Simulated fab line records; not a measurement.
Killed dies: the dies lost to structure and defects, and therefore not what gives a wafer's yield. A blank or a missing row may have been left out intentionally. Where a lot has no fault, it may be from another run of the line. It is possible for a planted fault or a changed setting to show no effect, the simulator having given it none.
Matching of chambers || flow nand-harc || rie-diel-06 running NHARC_A_STAIRCASE_DESCUM_252: 4 sister chambers
The step chemistry O2, time 3 s. 18 wafers are shown with their chamber, then 9 later ones without.

== WAFERS WITH THEIR CHAMBER ==
{"wafer": "L082.3", "chamber": 2, "showerhead-plenum-p-Torr (Torr)": 2.06, "drypump-motor-current-A (A)": 6.3, "oes-product-au (a.u.)": 0.994}
{"wafer": "L082.4", "chamber": 0, "showerhead-plenum-p-Torr (Torr)": 1.86, "drypump-motor-current-A (A)": 6.2, "oes-product-au (a.u.)": 1.021}
{"wafer": "L082.5", "chamber": 1, "showerhead-plenum-p-Torr (Torr)": 1.82, "drypump-motor-current-A (A)": 5.6, "oes-product-au (a.u.)": 1.001}
{"wafer": "L084.1", "chamber": 0, "showerhead-plenum-p-Torr (Torr)": 1.86, "drypump-motor-current-A (A)": 6.1, "oes-product-au (a.u.)": 1.023}
{"wafer": "L084.4", "chamber": 1, "showerhead-plenum-p-Torr (Torr)": 1.81, "drypump-motor-current-A (A)": 5.6, "oes-product-au (a.u.)": 0.998}
{"wafer": "L084.5", "chamber": 3, "showerhead-plenum-p-Torr (Torr)": 1.85, "drypump-motor-current-A (A)": 6.2, "oes-product-au (a.u.)": 0.997}
{"wafer": "L085.2", "chamber": 2, "showerhead-plenum-p-Torr (Torr)": 2.06, "drypump-motor-current-A (A)": 6.3, "oes-product-au (a.u.)": 0.994}
{"wafer": "L085.3", "chamber": 0, "showerhead-plenum-p-Torr (Torr)": 1.85, "drypump-motor-current-A (A)": 6.1, "oes-product-au (a.u.)": 1.023}
{"wafer": "L085.6", "chamber": 2, "showerhead-plenum-p-Torr (Torr)": 2.06, "drypump-motor-current-A (A)": 6.3, "oes-product-au (a.u.)": 0.999}
{"wafer": "L087.1", "chamber": 3, "showerhead-plenum-p-Torr (Torr)": 1.85, "drypump-motor-current-A (A)": 6.3, "oes-product-au (a.u.)": 1.001}
{"wafer": "L087.2", "chamber": 0, "showerhead-plenum-p-Torr (Torr)": 1.85, "drypump-motor-current-A (A)": 6.2, "oes-product-au (a.u.)": 1.020}
{"wafer": "L087.3", "chamber": 2, "showerhead-plenum-p-Torr (Torr)": 2.06, "drypump-motor-current-A (A)": 6.3, "oes-product-au (a.u.)": 0.989}
{"wafer": "L086.1", "chamber": 1, "showerhead-plenum-p-Torr (Torr)": 1.81, "drypump-motor-current-A (A)": 5.5, "oes-product-au (a.u.)": 0.991}
{"wafer": "L086.3", "chamber": 3, "showerhead-plenum-p-Torr (Torr)": 1.85, "drypump-motor-current-A (A)": 6.2, "oes-product-au (a.u.)": 1.006}
{"wafer": "L086.4", "chamber": 2, "showerhead-plenum-p-Torr (Torr)": 2.06, "drypump-motor-current-A (A)": 6.3, "oes-product-au (a.u.)": 1.001}
{"wafer": "L091.2", "chamber": 0, "showerhead-plenum-p-Torr (Torr)": 1.85, "drypump-motor-current-A (A)": 6.1, "oes-product-au (a.u.)": 0.999}
{"wafer": "L091.3", "chamber": 2, "showerhead-plenum-p-Torr (Torr)": 2.05, "drypump-motor-current-A (A)": 6.3, "oes-product-au (a.u.)": 0.987}
{"wafer": "L091.4", "chamber": 1, "showerhead-plenum-p-Torr (Torr)": 1.81, "drypump-motor-current-A (A)": 5.5, "oes-product-au (a.u.)": 1.021}

SIGNATURES (averages over the wafers above)
{"reading": "showerhead-plenum-p-Torr", "chamber 0": 1.8540, "chamber 1": 1.8125, "chamber 2": 2.0583, "chamber 3": 1.8500, "scatter within a chamber": 0.00446}
{"reading": "drypump-motor-current-A", "chamber 0": 6.140, "chamber 1": 5.550, "chamber 2": 6.300, "chamber 3": 6.233, "scatter within a chamber": 0.0453}
{"reading": "oes-product-au", "chamber 0": 1.01720, "chamber 1": 1.00275, "chamber 2": 0.99400, "chamber 3": 1.00133, "scatter within a chamber": 0.00889}
Rule: a wafer's distance from a chamber is the root of the sum, over the readings, of the square of ((its reading less the chamber's mean) divided by the reading's scatter). If the next closest chamber is less than 2 further off than the closest, the wafer can't be placed; otherwise it belongs to the closest. The scatter is the square root of a quotient: the sum, over the shown wafers, of each reading's squared deviation from its chamber's mean, divided by wafers minus chambers.

== WAFERS WITH NO CHAMBER GIVEN ==
{"wafer": "L090.2", "showerhead-plenum-p-Torr (Torr)": 2.05, "drypump-motor-current-A (A)": 6.4, "oes-product-au (a.u.)": 0.982}
{"wafer": "L090.4", "showerhead-plenum-p-Torr (Torr)": 1.84, "drypump-motor-current-A (A)": 6.2, "oes-product-au (a.u.)": 0.970}
{"wafer": "L090.5", "showerhead-plenum-p-Torr (Torr)": 1.84, "drypump-motor-current-A (A)": 6.2, "oes-product-au (a.u.)": 0.975}
{"wafer": "L092.2", "showerhead-plenum-p-Torr (Torr)": 1.85, "drypump-motor-current-A (A)": 6.1, "oes-product-au (a.u.)": 1.002}
{"wafer": "L092.4", "showerhead-plenum-p-Torr (Torr)": 2.05, "drypump-motor-current-A (A)": 6.4, "oes-product-au (a.u.)": 0.987}
{"wafer": "L092.6", "showerhead-plenum-p-Torr (Torr)": 1.84, "drypump-motor-current-A (A)": 6.2, "oes-product-au (a.u.)": 0.965}
{"wafer": "L093.1", "showerhead-plenum-p-Torr (Torr)": 1.80, "drypump-motor-current-A (A)": 5.5, "oes-product-au (a.u.)": 1.021}
{"wafer": "L093.2", "showerhead-plenum-p-Torr (Torr)": 1.85, "drypump-motor-current-A (A)": 6.1, "oes-product-au (a.u.)": 1.005}
{"wafer": "L093.5", "showerhead-plenum-p-Torr (Torr)": 1.80, "drypump-motor-current-A (A)": 5.5, "oes-product-au (a.u.)": 1.029}

== WHICH CHAMBER EACH WENT THROUGH ==
{"wafer": "L090.2", "from the rows above": 2, "in truth": 2}
{"wafer": "L090.4", "from the rows above": 3, "in truth": 3}
{"wafer": "L090.5", "from the rows above": 3, "in truth": 3}
{"wafer": "L092.2", "from the rows above": "can't be placed: 0 or 3", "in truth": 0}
{"wafer": "L092.4", "from the rows above": 2, "in truth": 2}
{"wafer": "L092.6", "from the rows above": 3, "in truth": 3}
{"wafer": "L093.1", "from the rows above": 1, "in truth": 1}
{"wafer": "L093.2", "from the rows above": "can't be placed: 0 or 3", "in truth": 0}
{"wafer": "L093.5", "from the rows above": 1, "in truth": 1}
Correctly placed: 7 of 9. Not placeable from these rows: 2 (in 2, the candidates include the true chamber). Placed wrongly: 0.
